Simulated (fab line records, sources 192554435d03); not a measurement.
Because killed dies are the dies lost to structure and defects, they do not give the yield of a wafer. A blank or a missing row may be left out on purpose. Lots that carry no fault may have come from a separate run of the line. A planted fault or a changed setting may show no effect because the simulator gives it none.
fab line records	flow n5Finfet	part 1 of 2: steps 1 to 4 of 6
record lots=21	wafers=63	lastDay=18
route steps=1938 shown HKMG_FIN@419 GATE_CUT@475
lots that met no fault: from a run of the same line without faults
startH: the number of hours between the record's first day and the start of the first shown wafer of the lot	waitH: hours since the lot's step before	" same as the row above	L1.1+2: a row that stands for several wafers	- no value, or no start given	* or withheld: withheld	< > ~ a bound
route shown NAME@n: names a module that has steps shown in the file, with the first one's number in the route	usual: average and standard deviation across the fault-free wafers	same: alike in all rows	chamber/n: place in a boat	sites: each site's reading	_std_site: the standard deviation of these	_edge_site: the outer-site mean with the inner-site mean subtracted	radiusMm: for every site, how far away it sits from the centre of the wafer	mask NAME#n: copy n	behind: the most recent tool/chamber to have shaped the wafer	hold: cause of the lot's hold/its duration in hours/its outcome	device: which transistor (n, p or np) failed to switch	end of line: at the end of the route, the tests of the same wafers	where a step has no rows: the recipe by itself	killed: count of dies lost to structure and defects at first sort (not the wafer's yield)	map: per-die view of a wafer (x killed, . not killed, _ where there is no die)
set.NAME: the setting the step ran with; set.NAME@STEP: the setting that earlier step ran with	model.NAME: the simulator's own value behind a step, which no gauge read
the route's steps for a sample of lots (tables are steps, rows are wafers)
services: a tool's chamber out of use, with start hour (startH, from the record's first day; less than 0 if before it), hours out, and reason
## steps
# step N5_HKMG_FIN_ALD_36
# recipe material=TiN	targetThkA=10	tempC=400	aldPrecursorFamily=TiCl4	aldCoReactant=NH3	pulseTimeS=1	purgeTimeS=3	coReactantPurgeTimeS=2	coReactantPulseTimeS=2	aldCycles=47	pressureTorr=3
# usual heaterPowerW=879/70	precursorPulseHeightRel=0.999/0.021
lot.wafer	tool	chamber	startH	waitH	heaterPowerW	precursorPulseHeightRel
L074.4	aldMetal-03	2	76.30	0.0	807	0.991
L074.5	"	0	"	"	773	0.989
L074.6	"	3	"	"	973	0.980
L075.2	aldMetal-04	0	82.80	0.0	888	1.003
L075.4	"	3	"	"	918	0.998
L075.6	"	3	"	"	907	1.019
L076.2	aldMetal-04	1	87.05	0.0	858	1.014
L076.3	"	2	"	"	835	1.005
L076.5	"	2	"	"	834	1.012
L077.1	aldMetal-02	1	93.91	0.0	963	1.033
L077.2	"	2	"	"	868	0.980
L077.5	"	2	"	"	856	0.993
L078.2	aldMetal-03	0	102.13	0.0	770	0.973
L078.5	"	0	"	"	784	0.991
L078.6	"	3	"	"	950	1.025
L079.3	aldMetal-04	2	115.58	0.0	822	1.000
L079.4	"	3	"	"	889	0.966
L079.5	"	3	"	"	908	1.006
L080.2	aldMetal-02	0	117.34	0.0	815	1.027
L080.5	"	1	"	"	938	0.999
L080.6	"	2	"	"	859	1.000
L081.2	aldMetal-04	2	122.84	0.0	831	0.984
L081.4	"	3	"	"	924	1.008
L081.5	"	3	"	"	893	0.982
L082.1	aldMetal-02	2	123.74	0.0	873	1.005
L082.3	"	3	"	"	882	1.001
L082.5	"	0	"	"	828	0.986
L083.1	aldMetal-04	2	130.28	0.0	810	0.988
L083.3	"	1	"	"	839	0.992
L083.4	"	3	"	"	908	1.024
L085.1	aldMetal-03	0	141.48	0.0	788	0.977
L085.2	"	2	"	"	813	0.983
L085.6	"	1	"	"	1042	1.003
L086.3	aldMetal-02	3	147.86	0.0	892	1.017
L086.4	"	0	"	"	796	1.004
L086.5	"	3	"	"	869	0.988
L087.3	aldMetal-02	0	151.18	0.0	808	0.996
L087.4	"	2	"	"	899	0.992
L087.5	"	2	"	"	883	1.025
L088.2	aldMetal-03	1	160.78	0.0	1037	1.004
L088.4	"	2	"	"	812	0.996
L088.5	"	1	"	"	1056	0.997
L090.3	aldMetal-03	1	178.52	0.0	1054	1.052
L090.4	"	3	"	"	987	1.031
L090.5	"	2	"	"	807	0.995
L091.1	aldMetal-04	1	182.77	0.0	835	0.992
L091.2	"	3	"	"	895	1.002
L091.3	"	2	"	"	814	1.002
L093.2	aldMetal-02	3	189.46	0.0	887	1.018
L093.3	"	1	"	"	992	1.005
L093.4	"	2	"	"	877	0.978
L094.1	aldMetal-04	2	198.92	0.0	815	0.996
L094.5	"	3	"	"	912	1.000
L094.6	"	2	"	"	813	1.005
L095.2	aldMetal-04	1	209.20	0.0	848	0.982
L095.3	"	0	"	"	889	0.992
L095.4	"	2	"	"	833	0.994
L097.2	aldMetal-02	2	220.30	0.0	876	1.017
L097.4	"	3	"	"	897	0.979
L097.5	"	2	"	"	863	1.034
L096.1	aldMetal-02	2	223.47	0.0	873	1.014
L096.2	"	0	"	"	825	0.998
L096.4	"	3	"	"	866	1.011
# step N5_HKMG_FIN_DESCUM_17
# recipe chemistry=O2	timeS=7.9	sourcePowerW=50	biasPowerW=20	pressureMtorr=20	rfFrequencyHz=2.712e+07	tempC=40	resist=CAR-ArF	o2FlowSccm=225
# usual chamberPressureMTorr=19.999/0.018	drypumpMotorCurrentA=5.6/0.5	oesProductAu=0.84/0.066	rfVppV=243.3/1.2	showerheadPlenumPTorr=2.10/0.063	throttleValvePct=20.36/0.22
lot.wafer	tool	chamber	startH	waitH	chamberPressureMTorr	drypumpMotorCurrentA	oesProductAu	rfHoursCounterH	rfVppV	showerheadPlenumPTorr	throttleValvePct
L074.4	rieDiel-06	1	77.90	0.4	19.991	4.8	0.77	130	242.3	2.04	20.67
L074.5	"	3	"	"	20.023	6.6	0.83	-	242.7	2.13	20.57
L074.6	"	2	"	"	20.004	5.4	0.86	-	241.7	2.03	20.27
L075.2	rieDiel-02	3	84.04	0.2	20.007	5.4	0.81	112	243.8	2.21	20.54
L075.4	"	0	"	"	19.973	5.4	0.75	-	243.3	2.09	20.43
L075.6	"	1	"	"	19.986	5.0	0.94	-	242.0	2.05	20.32
L076.2	rieDiel-06	1	88.29	0.0	19.983	4.8	0.77	134	241.2	2.04	20.69
L076.3	"	2	"	"	19.985	5.4	0.85	67	241.2	2.02	20.29
L076.5	"	1	"	"	19.996	4.8	0.77	-	242.6	2.04	20.70
L077.1	rieDiel-02	3	95.03	0.0	20.008	5.4	0.81	117	244.9	2.21	20.55
L077.2	"	0	"	"	20.006	5.4	0.74	126	243.2	2.08	20.43
L077.5	"	1	"	"	20.011	5.0	0.92	-	241.5	2.05	20.32
L078.2	rieDiel-02	1	103.52	0.3	20.001	5.0	0.92	13	243.8	2.05	20.32
L078.5	"	2	"	"	20.002	5.1	0.99	-	244.6	2.05	20.55
L078.6	"	3	"	"	20.034	5.4	0.80	-	244.9	2.21	20.55
L079.3	rieDiel-03	2	116.69	0.0	19.991	5.6	0.92	11	244.8	2.14	19.97
L079.4	"	3	"	"	19.999	6.0	0.78	114	243.8	2.10	20.12
L079.5	"	2	"	"	20.020	5.6	0.91	-	243.2	2.14	19.98
L080.2	rieDiel-02	0	118.73	0.2	20.029	5.4	0.73	136	243.6	2.08	20.46
L080.5	"	0	"	"	20.009	5.4	0.74	-	242.7	2.08	20.45
L080.6	"	3	"	"	19.992	5.4	0.80	-	244.1	2.21	20.57
L081.2	rieDiel-06	1	124.08	0.0	19.997	4.8	0.76	143	241.1	2.03	20.70
L081.4	"	0	"	"	20.006	6.2	0.90	21	242.1	2.04	20.41
L081.5	"	2	"	"	20.000	5.4	0.83	-	243.0	2.02	20.30
L082.1	rieDiel-02	2	124.86	0.0	19.994	5.1	0.95	10	243.1	2.05	20.57
L082.3	"	3	"	"	19.999	5.4	0.79	129	245.6	2.20	20.56
L082.5	"	3	"	"	19.967	5.4	0.80	-	244.2	2.20	20.56
L083.1	rieDiel-02	0	131.54	0.0	19.999	5.4	0.73	140	243.2	2.08	20.46
L083.3	"	3	"	"	20.009	5.4	0.80	132	244.2	2.20	20.56
L083.4	"	2	"	"	19.984	5.1	0.94	13	242.7	2.05	20.59
L085.1	rieDiel-06	0	142.87	0.2	20.035	6.2	0.89	27	242.1	2.04	20.43
L085.2	"	2	"	"	19.973	5.5	0.82	83	242.2	2.02	20.32
L085.6	"	3	"	"	20.010	6.6	0.81	-	243.2	2.13	20.61
L086.3	rieDiel-03	1	149.10	0.0	20.004	6.1	0.91	34	244.6	2.14	20.17
L086.4	"	3	"	"	20.008	6.0	0.77	124	242.9	2.09	20.11
L086.5	"	2	"	"	20.014	5.6	0.89	-	243.2	2.14	20.00
L087.3	rieDiel-02	2	152.43	0.0	19.996	5.1	0.92	19	243.0	2.05	20.61
L087.4	"	0	"	"	19.988	5.4	0.73	147	243.4	2.08	20.46
L087.5	"	2	"	"	19.993	5.1	0.92	-	241.3	2.05	20.60
L088.2	rieDiel-03	3	161.93	0.0	20.023	6.0	0.77	129	242.6	2.09	20.14
L088.4	"	2	"	"	19.956	5.6	0.88	27	244.4	2.13	20.01
L088.5	"	1	"	"	20.040	6.1	0.89	-	244.5	2.14	20.18
L090.3	rieDiel-02	2	179.76	0.0	19.995	5.1	0.90	28	242.7	2.04	20.61
L090.4	"	3	"	"	20.002	5.4	0.78	146	243.1	2.20	20.60
L090.5	"	2	"	"	20.015	5.1	0.91	-	243.5	2.04	20.61
L091.1	rieDiel-06	3	184.01	0.0	19.985	6.6	0.79	93	243.8	2.12	20.63
L091.2	"	0	"	"	19.991	6.3	0.87	38	243.3	2.03	20.43
L091.3	"	1	"	"	19.996	4.8	0.73	164	241.7	2.03	20.72
L093.2	rieDiel-03	2	190.71	0.0	20.085	5.6	0.88	35	243.1	2.13	20.04
L093.3	"	3	"	"	20.007	6.0	0.76	136	243.8	2.09	20.16
L093.4	"	1	"	"	19.981	6.1	0.89	46	243.3	2.14	20.19
L094.1	rieDiel-06	0	200.16	0.0	19.973	6.2	0.86	43	242.3	2.03	20.43
L094.5	"	3	"	"	20.014	6.6	0.79	-	243.8	2.12	20.63
L094.6	"	2	"	"	19.977	5.4	0.80	-	242.1	2.01	20.34
L095.2	rieDiel-03	1	210.44	0.0	20.006	6.2	0.87	52	242.9	2.13	20.21
L095.3	"	2	"	"	20.000	5.6	0.85	41	243.1	2.13	20.02
L095.4	"	0	"	"	19.990	5.5	0.82	82	244.8	2.21	19.98
L097.2	rieDiel-03	3	221.54	0.0	19.973	6.0	0.75	146	243.3	2.08	20.17
L097.4	"	2	"	"	20.016	5.6	0.85	44	242.1	2.13	20.05
L097.5	"	1	"	"	20.004	6.1	0.87	-	245.0	2.13	20.19
L096.1	rieDiel-03	2	224.82	0.3	20.009	5.6	0.85	46	244.4	2.13	20.03
L096.2	"	3	"	"	19.997	5.9	0.74	148	244.6	2.08	20.16
L096.4	"	0	"	"	19.996	5.5	0.81	87	244.5	2.21	20.01
# step N5_HKMG_FIN_STRIP_34
# recipe chemistry=CF4	resist=SiARC	powerW=300	biasPowerW=75	pressureMtorr=50	cf4FlowSccm=150	rfFrequencyHz=6e+07
# usual chamberPressureMTorr=49.99/0.047	drypumpMotorCurrentA=5.6/0.5	oesProductAu=0.83/0.063	rfVppV=271.3/1.3	showerheadPlenumPTorr=1.80/0.046	throttleValvePct=13.48/0.2
lot.wafer	tool	chamber	startH	waitH	chamberPressureMTorr	drypumpMotorCurrentA	oesProductAu	rfHoursCounterH	rfVppV	showerheadPlenumPTorr	throttleValvePct
L074.4	rieDiel-06	1	78.18	0.0	49.96	4.8	0.76	131	270.9	1.72	13.63
L074.5	"	3	"	"	50.06	6.6	0.82	-	272.6	1.82	13.54
L074.6	"	2	"	"	50.02	5.4	0.86	-	269.1	1.76	13.51
L075.2	rieDiel-02	3	84.32	0.0	49.99	5.4	0.79	112	272.4	1.88	13.61
L075.4	"	0	"	"	50.03	5.4	0.77	-	272.1	1.81	13.75
L075.6	"	1	"	"	50.03	5.0	0.94	-	271.0	1.76	13.42
L076.2	rieDiel-06	1	88.58	0.0	49.98	4.8	0.76	134	269.1	1.72	13.63
L076.3	"	2	"	"	49.99	5.4	0.84	67	271.1	1.76	13.53
L076.5	"	1	"	"	50.01	4.8	0.76	-	270.5	1.72	13.66
L077.1	rieDiel-02	3	95.31	0.0	49.98	5.4	0.79	117	273.8	1.87	13.63
L077.2	"	0	"	"	49.96	5.4	0.76	126	270.9	1.81	13.76
L077.5	"	1	"	"	49.97	5.0	0.92	-	270.4	1.76	13.44
L078.2	rieDiel-02	1	103.80	0.0	50.00	5.0	0.91	13	270.9	1.76	13.44
L078.5	"	2	"	"	50.06	5.1	0.99	-	269.6	1.76	13.50
L078.6	"	3	"	"	49.95	5.4	0.78	-	272.1	1.87	13.63
L079.3	rieDiel-03	2	116.98	0.0	49.96	5.6	0.89	12	273.0	1.84	13.14
L079.4	"	3	"	"	49.97	6.0	0.76	114	269.9	1.80	13.32
L079.5	"	2	"	"	49.98	5.6	0.90	-	270.8	1.84	13.13
L080.2	rieDiel-02	0	119.01	0.0	49.97	5.4	0.75	136	271.4	1.81	13.78
L080.5	"	0	"	"	50.01	5.4	0.75	-	270.5	1.81	13.77
L080.6	"	3	"	"	50.11	5.4	0.78	-	272.3	1.87	13.65
L081.2	rieDiel-06	1	124.36	0.0	49.93	4.8	0.75	143	270.0	1.72	13.65
L081.4	"	0	"	"	50.02	6.2	0.89	21	269.7	1.76	13.52
L081.5	"	2	"	"	49.91	5.4	0.84	-	269.6	1.76	13.56
L082.1	rieDiel-02	2	125.14	0.0	49.96	5.1	0.93	10	271.5	1.76	13.52
L082.3	"	3	"	"	50.06	5.4	0.78	130	273.3	1.87	13.66
L082.5	"	3	"	"	50.02	5.4	0.77	-	272.2	1.87	13.67
L083.1	rieDiel-02	0	131.82	0.0	49.90	5.4	0.74	141	270.7	1.81	13.78
L083.3	"	3	"	"	49.94	5.4	0.77	132	273.2	1.87	13.66
L083.4	"	2	"	"	50.03	5.1	0.93	13	270.8	1.75	13.52
L085.1	rieDiel-06	0	143.15	0.0	49.99	6.2	0.88	27	271.4	1.76	13.55
L085.2	"	2	"	"	49.97	5.4	0.82	84	271.0	1.76	13.56
L085.6	"	3	"	"	49.99	6.6	0.79	-	271.7	1.81	13.61
L086.3	rieDiel-03	1	149.38	0.0	49.95	6.1	0.90	34	269.6	1.84	13.32
L086.4	"	3	"	"	50.01	6.0	0.76	125	271.7	1.80	13.35
L086.5	"	2	"	"	50.00	5.6	0.88	-	271.5	1.83	13.15
L087.3	rieDiel-02	2	152.71	0.0	49.96	5.1	0.91	20	269.1	1.75	13.53
L087.4	"	0	"	"	50.02	5.4	0.74	147	271.2	1.80	13.80
L087.5	"	2	"	"	49.97	5.1	0.91	-	271.1	1.75	13.55
L088.2	rieDiel-03	3	162.21	0.0	49.98	6.0	0.74	129	271.8	1.80	13.35
L088.4	"	2	"	"	50.01	5.6	0.87	27	271.5	1.83	13.16
L088.5	"	1	"	"	49.91	6.1	0.90	-	271.9	1.84	13.34
L090.3	rieDiel-02	2	180.04	0.0	49.94	5.1	0.89	28	269.6	1.75	13.55
L090.4	"	3	"	"	50.06	5.4	0.77	147	272.2	1.87	13.68
L090.5	"	2	"	"	50.01	5.1	0.89	-	270.8	1.75	13.55
L091.1	rieDiel-06	3	184.29	0.0	50.08	6.6	0.79	94	272.4	1.81	13.64
L091.2	"	0	"	"	49.94	6.2	0.86	39	270.9	1.76	13.57
L091.3	"	1	"	"	49.96	4.8	0.73	164	268.3	1.71	13.70
L093.2	rieDiel-03	2	190.99	0.0	49.96	5.6	0.85	35	271.6	1.83	13.18
L093.3	"	3	"	"	50.06	6.0	0.74	137	272.1	1.80	13.35
L093.4	"	1	"	"	50.02	6.1	0.88	46	272.0	1.84	13.35
L094.1	rieDiel-06	0	200.44	0.0	49.98	6.2	0.84	43	268.8	1.76	13.57
L094.5	"	3	"	"	49.95	6.6	0.78	-	273.2	1.81	13.63
L094.6	"	2	"	"	50.03	5.4	0.82	-	270.6	1.75	13.61
L095.2	rieDiel-03	1	210.73	0.0	50.04	6.1	0.87	52	271.6	1.83	13.35
L095.3	"	2	"	"	49.95	5.6	0.84	41	271.9	1.83	13.20
L095.4	"	0	"	"	49.96	5.5	0.81	82	272.9	1.88	13.09
L097.2	rieDiel-03	3	221.82	0.0	49.96	6.0	0.74	147	270.6	1.79	13.39
L097.4	"	2	"	"	50.06	5.6	0.84	45	272.2	1.83	13.21
L097.5	"	1	"	"	50.00	6.1	0.86	-	271.2	1.83	13.36
L096.1	rieDiel-03	2	225.11	0.0	49.96	5.6	0.84	46	271.8	1.83	13.20
L096.2	"	3	"	"	50.00	6.0	0.74	148	271.9	1.79	13.39
L096.4	"	0	"	"	50.01	5.4	0.80	87	273.8	1.87	13.11
# step N5_HKMG_FIN_ALD_91
# recipe material=TiN	targetThkA=10	tempC=400	aldPrecursorFamily=TiCl4	aldCoReactant=NH3	pulseTimeS=1	purgeTimeS=3	coReactantPurgeTimeS=2	coReactantPulseTimeS=2	aldCycles=47	pressureTorr=3
# usual heaterPowerW=885/83	precursorPulseHeightRel=1.001/0.019
lot.wafer	tool	chamber	startH	waitH	heaterPowerW	precursorPulseHeightRel
L074.4	aldMetal-03	3	78.88	0.1	948	1.024
L074.5	"	0	"	"	784	1.002
L074.6	"	3	"	"	946	0.970
L075.2	aldMetal-03	1	85.02	0.3	1042	0.976
L075.4	"	0	"	"	782	0.993
L075.6	"	3	"	"	962	0.971
L076.2	aldMetal-02	2	89.27	0.3	861	0.976
L076.3	"	1	"	"	924	1.012
L076.5	"	2	"	"	893	1.023
L077.1	aldMetal-02	1	96.01	0.3	948	1.020
L077.2	"	0	"	"	830	0.997
L077.5	"	1	"	"	935	0.987
L078.2	aldMetal-04	0	104.50	0.3	891	0.983
L078.5	"	1	"	"	857	1.006
L078.6	"	2	"	"	819	0.998
L079.3	aldMetal-03	0	117.67	0.1	767	1.012
L079.4	"	2	"	"	815	1.032
L079.5	"	1	"	"	1047	0.981
L080.2	aldMetal-02	2	119.71	0.3	847	1.000
L080.5	"	2	"	"	870	1.020
L080.6	"	3	"	"	883	0.964
L081.2	aldMetal-04	0	125.13	0.3	939	0.987
L081.4	"	1	"	"	836	1.007
L081.5	"	0	"	"	934	0.999
L082.1	aldMetal-02	2	125.84	0.3	843	1.013
L082.3	"	3	"	"	891	1.034
L082.5	"	0	"	"	830	1.003
L083.1	aldMetal-03	3	132.52	0.3	961	0.996
L083.3	"	0	"	"	761	1.045
L083.4	"	2	"	"	817	1.043
L085.1	aldMetal-03	0	143.85	0.3	777	0.996
L085.2	"	1	"	"	1052	1.005
L085.6	"	1	"	"	1045	0.997
L086.3	aldMetal-02	3	150.08	0.1	883	0.994
L086.4	"	2	"	"	854	0.996
L086.5	"	0	"	"	812	1.028
L087.3	aldMetal-02	0	153.40	0.1	790	1.037
L087.4	"	1	"	"	951	1.007
L087.5	"	1	"	"	971	0.994
L088.2	aldMetal-02	0	162.91	0.3	805	0.990
L088.4	"	3	"	"	887	0.976
L088.5	"	3	"	"	875	1.018
L090.3	aldMetal-02	3	180.74	0.1	865	1.003
L090.4	"	1	"	"	970	0.958
L090.5	"	1	"	"	979	0.962
L091.1	aldMetal-03	0	185.01	0.3	779	1.015
L091.2	"	3	"	"	975	1.004
L091.3	"	2	"	"	812	1.001
L093.2	aldMetal-02	3	191.79	0.3	846	1.000
L093.3	"	1	"	"	970	0.995
L093.4	"	2	"	"	891	0.992
L094.1	aldMetal-03	3	201.14	0.3	967	0.953
L094.5	"	0	"	"	775	1.009
L094.6	"	3	"	"	970	0.997
L095.2	aldMetal-03	3	211.42	0.3	946	0.988
L095.3	"	1	"	"	1070	0.987
L095.4	"	0	"	"	778	0.980
L097.2	aldMetal-03	2	222.52	0.3	794	1.001
L097.4	"	3	"	"	967	1.021
L097.5	"	1	"	"	1052	0.997
L096.1	aldMetal-04	2	225.80	0.3	851	0.995
L096.2	"	3	"	"	908	0.992
L096.4	"	0	"	"	922	1.033
